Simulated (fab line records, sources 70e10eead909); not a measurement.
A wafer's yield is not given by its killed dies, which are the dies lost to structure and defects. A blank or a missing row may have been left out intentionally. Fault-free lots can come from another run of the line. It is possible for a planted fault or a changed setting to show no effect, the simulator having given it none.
fab line records ; flow nand-harc
record: lots: 12; wafers: 36; last-day: 35
route steps=1302 shown P_BONDPAD@371 A_START@389 A_ZERO_WELL@404 END@1302
lots that met no fault: taken from a fault-free run of the same line
start-h: hours from the record's first day to the start of the lot's first wafer shown ; wait-h: hours elapsed since this lot's preceding step ; " identical to the entry in the row above ; L1.1+2: several wafers, shown together as one row ; - no value, or no start was given ; * or withheld: withheld ; < > ~ a bound
route shown NAME@n: names a module that has steps shown in the file, with the first one's number in the route ; usual: the fault-free wafers' mean and standard deviation ; same: alike in all rows ; chamber/n: place in a boat ; sites: each site's reading ; _std_site: the standard deviation of these ; _edge_site: mean of outer sites minus mean of inner sites ; radius-mm: for every site, how far away it sits from the centre of the wafer ; mask NAME#n: copy n ; behind: the last tool/chamber to shape the wafer ; hold: the reason the lot was held/the length of the hold in hours/how it ended ; device: transistor that didn't switch, given as n, p or np ; end of line: tests run on the same wafers once the route is complete ; a step without rows: its recipe alone ; killed: dies lost to structure and defects at the first sort, not the wafer's yield ; map: the dies of a wafer, with x for killed, . for not killed, _ for no die there
set.NAME: the setting that was run; set.NAME@STEP: the one run at that earlier step ; model.NAME: the simulator's own value behind a step, which no gauge read
one table for each step of the route and one row for each wafer, over a sample of lots
services: a tool's chamber out of use, with start hour (start-h, from the record's first day; less than 0 if before it), hours out, and reason
== steps ==
step: NHARC_P_BONDPAD_STRIP_15
recipe: o2-flow-sccm: 500; ar-flow-sccm: 0; bias-w: 0; chemistry: O2
usual: drypump-motor-current-A: 5.5/0.41; mfc-ar-sccm: 0.013/0.013; oes-product-au: 0.998/0.0067; rf-vpp-V: 57.7/0.97; showerhead-plenum-p-Torr: 3.50/0.15; throttle-valve-pct: 17.036/0.0094
lot.wafer;tool;chamber;start-h;wait-h;drypump-motor-current-A;mfc-ar-sccm;oes-product-au;rf-hours-counter-h;rf-vpp-V;showerhead-plenum-p-Torr;throttle-valve-pct
L979.3;rie-diel-11;0;136.69;0.1;6.1;0.031;1.003;3.6;57.1;3.40;17.042
L979.2;rie-diel-11;2;136.69;0.1;4.9;0;1.005;3.7;56.0;3.36;17.037
L979.6;rie-diel-11;0;136.69;0.1;6.1;0.031;0.996;-;58.0;3.40;17.043
L981.1;rie-diel-13;1;158.17;0.1;5.5;0.002;1.005;6.4;56.0;3.34;17.042
L981.3;rie-diel-13;0;158.17;0.1;5.2;0.012;0.996;9.7;56.7;3.37;17.040
L981.4;rie-diel-13;1;158.17;0.1;5.5;0.002;0.999;-;57.9;3.34;17.046
L983.1;rie-diel-11;2;176.89;0.1;4.9;0;1.006;4.6;56.3;3.36;17.033
L983.4;rie-diel-11;3;176.89;0.1;6.2;0;0.992;3.4;57.2;3.38;17.042
L983.6;rie-diel-11;1;176.89;0.1;5.3;0.034;1.005;-;58.5;3.72;17.047
L986.2;rie-diel-06;2;211.61;0.1;5.3;0.001;0.993;2.3;59.0;3.48;17.029
L986.6;rie-diel-06;2;211.61;0.1;5.3;0.001;0.986;-;56.2;3.48;17.026
L986.5;rie-diel-06;3;211.61;0.1;6.1;0.018;1.004;-;57.1;3.45;17.045
L987.2;rie-diel-13;2;211.98;0.1;5.8;0.001;1.002;1.1;56.7;3.57;17.033
L987.1;rie-diel-13;3;211.98;0.1;5.7;0.025;0.996;1.3;57.1;3.52;17.053
L987.4;rie-diel-13;2;211.98;0.1;5.8;0.001;1.000;-;58.1;3.57;17.025
L988.4;rie-diel-11;1;224.41;0.1;5.3;0.034;0.987;6.8;57.8;3.72;17.048
L988.2;rie-diel-11;2;224.41;0.1;4.9;0;0.998;6.9;57.5;3.36;17.022
L988.3;rie-diel-11;3;224.41;0.1;6.2;0;0.995;5.1;57.1;3.38;17.046
L991.3;rie-diel-06;2;249.55;0.1;5.3;0.001;0.986;3.5;57.6;3.48;17.034
L991.4;rie-diel-06;0;249.55;0.1;5.1;0;1.004;3.8;58.0;3.79;17.033
L991.5;rie-diel-06;1;249.55;0.1;5.4;0.012;0.985;-;57.0;3.43;17.024
L992.2;rie-diel-13;3;267.77;0.1;5.8;0.025;0.996;4.4;57.3;3.52;17.037
L992.4;rie-diel-13;0;267.77;0.1;5.2;0.012;0.994;4.8;58.9;3.37;17.050
L992.5;rie-diel-13;3;267.77;0.1;5.7;0.025;0.998;-;57.8;3.52;17.030
L998.3;rie-diel-06;3;329.65;0.1;6.1;0.018;1.000;0.3;58.6;3.45;17.048
L998.6;rie-diel-06;0;329.65;0.1;5.1;0;1.008;-;58.2;3.79;17.024
L998.5;rie-diel-06;1;329.65;0.1;5.4;0.012;1.002;-;57.3;3.43;17.036
L999.4;rie-diel-13;2;334.19;0.1;5.8;0.001;1.000;6.7;57.9;3.57;17.034
L999.6;rie-diel-13;0;334.19;0.1;5.2;0.012;0.996;-;57.7;3.37;17.049
L999.5;rie-diel-13;1;334.19;0.1;5.4;0.002;1.002;-;57.7;3.33;17.029
L100.1;rie-diel-11;0;342.11;0.1;6.1;0.031;1.010;5.2;57.7;3.40;17.038
L100.2;rie-diel-11;2;342.11;0.1;4.9;0;1.006;4.0;55.7;3.35;17.037
L100.5;rie-diel-11;0;342.11;0.1;6.1;0.031;1.001;-;56.9;3.40;17.020
L102.2;rie-diel-13;0;373.73;0.1;5.2;0.012;1.005;1.0;57.0;3.37;17.036
L102.3;rie-diel-13;2;373.73;0.1;5.8;0.001;0.995;1.0;56.7;3.56;17.033
L102.5;rie-diel-13;0;373.73;0.1;5.2;0.012;1.005;-;57.8;3.37;17.036
step: NHARC_P_BONDPAD_CMP_19
recipe: t-overpolish-s: 30; cu-recess-touch-s: 16; target-thk-nm: 160.81
usual: motor-current-A: 11.7/1.2; overpolish-run-s: 29.999/0.0087
lot.wafer;tool;chamber;start-h;wait-h;motor-current-A;overpolish-run-s
L979.3;cmp-01;1;138.35;-;14.4;30.012
L979.2;cmp-01;2;138.35;-;13.0;30.012
L979.6;cmp-01;1;138.35;-;13.5;30.008
L981.4;cmp-03;3;159.84;-;12.0;30.005
L981.1;cmp-03;0;159.84;-;9.9;30.015
L981.3;cmp-03;1;159.84;-;10.3;29.990
L983.1;cmp-01;3;178.87;-;12.5;29.982
L983.4;cmp-01;1;178.87;-;13.9;30.005
L983.6;cmp-01;3;178.87;-;12.7;30.015
L986.2;cmp-02;0;213.33;-;12.1;29.997
L986.5;cmp-02;3;213.33;-;10.9;30.009
L986.6;cmp-02;0;213.33;-;12.7;29.986
L987.1;cmp-01;0;213.69;-;14.0;29.992
L987.4;cmp-01;1;213.69;-;13.9;29.997
L987.2;cmp-01;2;213.69;-;13.5;30.001
L988.2;cmp-01;2;226.03;-;13.2;29.989
L988.4;cmp-01;3;226.03;-;12.6;30.002
L988.3;cmp-01;0;226.03;-;13.5;29.996
L991.3;cmp-02;1;251.16;-;11.6;29.994
L991.4;cmp-02;2;251.16;-;10.7;29.991
L991.5;cmp-02;2;251.16;-;10.9;29.992
L992.4;cmp-02;2;269.41;-;10.7;29.989
L992.2;cmp-02;1;269.41;-;11.3;29.995
L992.5;cmp-02;2;269.41;-;11.7;30.010
L998.3;cmp-01;2;331.41;-;12.8;29.993
L998.6;cmp-01;2;331.41;-;12.3;29.980
L998.5;cmp-01;3;331.41;-;12.4;29.993
L999.4;cmp-03;1;335.81;-;10.0;30.007
L999.5;cmp-03;0;335.81;-;10.2;29.995
L999.6;cmp-03;1;335.81;-;10.1;30.000
L100.2;cmp-03;2;343.78;-;11.3;30.002
L100.1;cmp-03;0;343.78;-;10.4;29.999
L100.5;cmp-03;2;343.78;-;11.1;30.002
L102.3;cmp-03;1;375.40;-;10.5;30.007
L102.2;cmp-03;3;375.40;-;12.0;30.000
L102.5;cmp-03;1;375.40;-;10.9;29.990
step: NHARC_A_START_INSPECT_01
usual: raw-defect-count: 3.8/2
lot.wafer;tool;chamber;start-h;wait-h;raw-defect-count
L979.2;defect-inspect-01;-;139.32;-;4
L979.3;defect-inspect-01;-;139.32;-;2
L979.6;defect-inspect-01;-;139.32;-;3
L981.1;defect-inspect-02;-;160.85;-;2
L981.3;defect-inspect-02;-;160.85;-;6
L981.4;defect-inspect-02;-;160.85;-;3
L983.1;defect-inspect-01;-;179.87;-;4
L983.4;defect-inspect-01;-;179.87;-;6
L983.6;defect-inspect-01;-;179.87;-;5
L986.2;defect-inspect-01;-;214.31;-;1
L986.5;defect-inspect-01;-;214.31;-;5
L986.6;defect-inspect-01;-;214.31;-;4
L987.1;defect-inspect-02;-;214.65;-;3
L987.2;defect-inspect-02;-;214.65;-;2
L987.4;defect-inspect-02;-;214.65;-;6
L988.2;defect-inspect-02;-;227.05;-;4
L988.3;defect-inspect-02;-;227.05;-;3
L988.4;defect-inspect-02;-;227.05;-;2
L991.3;defect-inspect-01;-;252.18;-;3
L991.4;defect-inspect-01;-;252.18;-;1
L991.5;defect-inspect-01;-;252.18;-;0
L992.2;defect-inspect-02;-;270.42;-;4
L992.4;defect-inspect-02;-;270.42;-;2
L992.5;defect-inspect-02;-;270.42;-;4
L998.3;defect-inspect-01;-;332.40;-;2
L998.5;defect-inspect-01;-;332.40;-;3
L998.6;defect-inspect-01;-;332.40;-;5
L999.4;defect-inspect-02;-;336.82;-;3
L999.5;defect-inspect-02;-;336.82;-;5
L999.6;defect-inspect-02;-;336.82;-;2
L100.1;defect-inspect-01;-;344.77;-;4
L100.2;defect-inspect-01;-;344.77;-;1
L100.5;defect-inspect-01;-;344.77;-;5
L102.2;defect-inspect-01;-;376.37;-;3
L102.3;defect-inspect-01;-;376.37;-;8
L102.5;defect-inspect-01;-;376.37;-;6
step: NHARC_A_ZERO_WELL_ETCH_19
recipe: target-depth-a: 800; overetch-a: 240; time-s: 87.88; ion-energy-ev: 200; n2-flow-sccm: 150; h2-flow-sccm: 150; ar-flow-sccm: 0; rf-w: 400; bias-w: 150; chemistry: N2/H2
usual: bias-w: 150.0/0.44; chamber-pressure-mTorr: 30.003/0.028; drypump-motor-current-A: 5.6/0.49; mfc-ar-sccm: 0.008/0.011; oes-product-au: 1.000/0.0075; rf-vpp-V: 430.5/2.1; showerhead-plenum-p-Torr: 2.04/0.066; throttle-valve-pct: 14.171/0.0082
lot.wafer;tool;chamber;start-h;wait-h;bias-w;chamber-pressure-mTorr;drypump-motor-current-A;mfc-ar-sccm;oes-product-au;rf-hours-counter-h;rf-vpp-V;showerhead-plenum-p-Torr;throttle-valve-pct
L979.2;rie-diel-03;2;140.27;0.1;150.3;29.937;5.0;0;0.994;1;427.5;1.96;14.180
L979.3;rie-diel-03;1;140.27;0.1;150.3;30.037;5.7;0;0.998;1;430.7;2.08;14.174
L979.6;rie-diel-03;2;140.27;0.1;150.6;30.039;5.0;0;0.991;-;428.5;1.96;14.191
L981.3;rie-diel-01;0;161.94;0.1;150.9;30.022;6.5;0.002;0.999;24;430.9;2.05;14.181
L981.1;rie-diel-01;1;161.94;0.1;150.0;29.999;5.3;0.040;0.996;23;431.5;2.10;14.156
L981.4;rie-diel-01;2;161.94;0.1;149.6;30.024;5.9;0.022;0.995;20;431.5;2.14;14.167
L983.1;rie-diel-01;3;180.97;0.1;149.6;30.016;5.5;0.015;0.997;20;427.5;1.95;14.174
L983.4;rie-diel-01;0;180.97;0.1;148.9;30.005;6.5;0.002;1.004;26;431.0;2.05;14.160
L983.6;rie-diel-01;3;180.97;0.1;150.2;30.023;5.5;0.015;0.997;-;428.2;1.95;14.177
L986.2;rie-diel-03;3;215.48;0.1;150.2;30.023;5.0;0.013;1.000;2;432.5;2.09;14.173
L986.6;rie-diel-03;2;215.48;0.1;149.6;29.997;5.0;0;0.995;-;426.4;1.96;14.164
L986.5;rie-diel-03;3;215.48;0.1;150.6;29.974;5.0;0.013;1.001;-;431.7;2.09;14.155
L987.4;rie-diel-07;2;215.73;0.1;-;-;-;-;-;-;-;-;-
L987.2;rie-diel-07;0;215.73;0.1;-;-;-;-;-;-;-;-;-
L987.1;rie-diel-07;1;215.73;0.1;-;-;-;-;-;-;-;-;-
L988.3;rie-diel-01;2;228.34;0.1;-;-;-;-;-;-;-;-;-
L988.4;rie-diel-01;3;228.34;0.1;-;-;-;-;-;-;-;-;-
L988.2;rie-diel-01;0;228.34;0.1;-;-;-;-;-;-;-;-;-
L991.3;rie-diel-01;1;253.31;0.1;150.2;29.961;5.2;0.040;1.001;9;432.2;2.09;14.176
L991.4;rie-diel-01;3;253.31;0.1;149.3;30.012;5.5;0.015;1.007;-;427.1;1.95;14.172
L991.5;rie-diel-01;2;253.31;0.1;150.6;30.025;5.9;0.022;1.003;-;434.9;2.14;14.168
L992.2;rie-diel-03;3;271.37;0.1;150.2;29.983;5.0;0.013;0.996;4;432.9;2.09;14.161
L992.4;rie-diel-03;2;271.37;0.1;150.0;30.002;5.0;0;1.011;4;427.9;1.96;14.173
L992.5;rie-diel-03;3;271.37;0.1;149.8;29.969;5.0;0.013;0.998;-;432.4;2.08;14.176
L998.3;rie-diel-07;0;333.41;0.1;149.9;30.005;6.5;0;1.011;14;434.6;2.17;14.167
L998.5;rie-diel-07;0;333.41;0.1;149.4;29.964;6.5;0;1.007;-;434.6;2.17;14.175
L998.6;rie-diel-07;1;333.41;0.1;149.9;29.976;5.7;0;1.012;-;430.7;2.00;14.166
L999.4;rie-diel-03;3;337.86;0.1;150.3;30.017;5.0;0.013;0.994;1;432.4;2.08;14.177
L999.6;rie-diel-03;1;337.86;0.1;149.8;29.996;5.7;0;0.982;-;433.1;2.08;14.171
L999.5;rie-diel-03;2;337.86;0.1;150.4;30.056;5.0;0;1.000;-;428.8;1.96;14.160
L100.1;rie-diel-03;1;345.74;0.1;149.1;29.960;5.7;0;1.004;1;432.4;2.08;14.169
L100.2;rie-diel-03;3;345.74;0.1;150.3;29.997;5.0;0.013;1.013;1;431.3;2.08;14.170
L100.5;rie-diel-03;2;345.74;0.1;150.3;29.975;5.0;0;1.012;-;427.5;1.96;14.173
L102.2;rie-diel-03;0;377.32;0.1;149.7;29.997;6.0;0;0.994;2;429.2;2.01;14.167
L102.3;rie-diel-03;2;377.32;0.1;150.2;29.996;5.0;0;1.000;2;427.1;1.96;14.168
L102.5;rie-diel-03;0;377.32;0.1;149.5;30.007;6.0;0;0.987;-;429.7;2.01;14.180
step: NHARC_END_SORT_01
recipe: temp-c: 25
usual: killed-at-array: 44/16; killed-at-other: 0.6/1.1; killed-at-periphery: 3.9/2.6; killed-dies: 48/16; killed-open: 3.1/1.9; killed-short: 2.4/1.8
same: gross-dies: 677
lot.wafer;tool;chamber;start-h;wait-h;killed-at-array;killed-at-other;killed-at-periphery;killed-dies;killed-open;killed-short
L987.1;prober-02;0;624.03;2.5;676;0;1;677;3;4
L987.2;prober-02;0;624.84;2.8;670;0;7;677;1;4
L987.4;prober-02;0;626.45;3.4;674;0;3;677;6;1
L988.2;prober-02;0;654.05;2.8;671;0;6;677;5;3
L988.3;prober-02;0;654.86;3.1;673;0;4;677;2;3
L988.4;prober-02;0;655.66;3.4;673;0;4;677;3;1
killed by level:class
L987.1 A_ZERO_WELL:area-etch=602 A_CHANNEL_HOLE_D1:chamber-film-flake=29 A_CHANNEL_HOLE_D2:chamber-film-flake=19 A_CONTACT:chamber-film-flake=8 A_STAIRCASE:chamber-film-flake=4 A_SGD_CUT:chamber-film-flake=4 A_M0:chamber-film-flake=3 A_ONON_D2:geometric-particle:short=2
L987.2 A_ZERO_WELL:area-etch=610 A_CHANNEL_HOLE_D2:chamber-film-flake=29 A_CHANNEL_HOLE_D1:chamber-film-flake=16 A_CONTACT:chamber-film-flake=5 A_STAIRCASE:chamber-film-flake=4 P_ZERO_WELL:chamber-film-flake=3 P_M1:chamber-film-flake=2 A_WL_FILL:chamber-film-flake=2
L987.4 A_ZERO_WELL:area-etch=632 A_CHANNEL_HOLE_D1:chamber-film-flake=12 A_CHANNEL_HOLE_D2:chamber-film-flake=12 A_STAIRCASE:chamber-film-flake=4 A_CONTACT:chamber-film-flake=4 A_CHANNEL_FILL_D2:geometric-particle:open=2 A_SOURCE_PLATE:geometric-particle:short=1 A_SOURCE_PLATE:geometric-particle:open=1
L988.2 A_ZERO_WELL:area-etch=613 A_CHANNEL_HOLE_D1:chamber-film-flake=36 A_CHANNEL_HOLE_D2:chamber-film-flake=11 A_CONTACT:chamber-film-flake=4 A_ONON_D1:geometric-particle:short=3 P_M0:geometric-particle:open=2 P_M1:chamber-film-flake=2 A_CHANNEL_FILL_D2:geometric-particle:open=1
L988.3 A_ZERO_WELL:area-etch=619 A_CHANNEL_HOLE_D1:chamber-film-flake=36 A_CHANNEL_HOLE_D2:chamber-film-flake=6 A_CONTACT:chamber-film-flake=3 P_GATE:chamber-film-flake=2 A_STAIRCASE:chamber-film-flake=2 A_ONON_D1:geometric-particle:short=1 A_CHANNEL_FILL_D1:geometric-particle:short=1
L988.4 A_ZERO_WELL:area-etch=638 A_CHANNEL_HOLE_D1:chamber-film-flake=21 A_CHANNEL_HOLE_D2:chamber-film-flake=8 A_CHANNEL_FILL_D2:geometric-particle:open=2 A_STAIRCASE:chamber-film-flake=2 A_CONTACT:chamber-film-flake=2 P_CONTACT:geometric-particle:short=1 P_M0:geometric-particle:open=1
== services ==
tool;chamber;start-h;hours;kind
rie-diel-01;0;114.73;3.2;repair
cmp-03;-;121.95;4.0;pm
rie-diel-01;3;123.58;11.7;repair
cmp-01;-;139.28;0.6;repair
rie-diel-13;2;157.17;13.9;repair
rie-diel-13;-;165.00;9.0;pm
cmp-01;-;185.50;4.0;pm
rie-diel-03;3;186.55;1.6;repair
rie-diel-13;2;190.15;9.5;repair
cmp-03;-;195.45;1.1;repair
rie-diel-13;1;198.32;14.4;repair
rie-diel-11;3;200.01;10.9;repair
rie-diel-01;-;204.11;9.0;pm
rie-diel-11;1;209.13;4.4;repair
rie-diel-13;3;224.94;2.1;repair
rie-diel-13;1;241.24;4.2;repair
cmp-01;-;258.31;0.2;repair
cmp-01;-;277.72;3.9;repair
rie-diel-03;-;281.31;9.0;pm
rie-diel-13;-;283.09;1.3;repair
cmp-01;-;283.50;4.0;pm
rie-diel-13;2;284.89;14.4;repair
rie-diel-13;1;301.41;6.5;repair
rie-diel-13;-;342.00;9.0;pm
== key ==
first-sign: step: NHARC_A_ZERO_WELL_ETCH_19; reading: tool-record; direction: missing
effect: step: NHARC_END_SORT_01; reading: killed-at-array; direction: up; sigmas: 40; usual: 44; struck: 673
more-kills-born-at: NHARC_A_ZERO_WELL_ETCH_19@rie-diel-01: 1870; NHARC_A_ZERO_WELL_ETCH_19@rie-diel-07: 1844
met-at NHARC_A_ZERO_WELL_ETCH_19
struck-lots L987,L988
later-rows-left-out L987.1,L987.2,L987.4,L988.2,L988.3,L988.4
tester-left-out L987,L988
not-acting-at NHARC_P_BONDPAD_STRIP_15,NHARC_P_BONDPAD_CMP_19,NHARC_A_START_INSPECT_01
onset-between 180.97 215.73
fault: kind: skipped-step-whole; tool: rie-diel-01,rie-diel-07; chamber: -; onset-h: 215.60; steps: NHARC_A_ZERO_WELL_ETCH_19; scope: struck-lots-only
tester-left-out: of these lots the tester's yield and bins aren't shown, on N5 and GAA mostly nor the transistor test; their killed dies are dies lost to structure and defects alone, not to doping, threshold or leakage, so they don't give the yield
later-rows-left-out: the simulator's readings of these wafers behind a module that went badly wrong aren't trusted and aren't shown, but for the sort
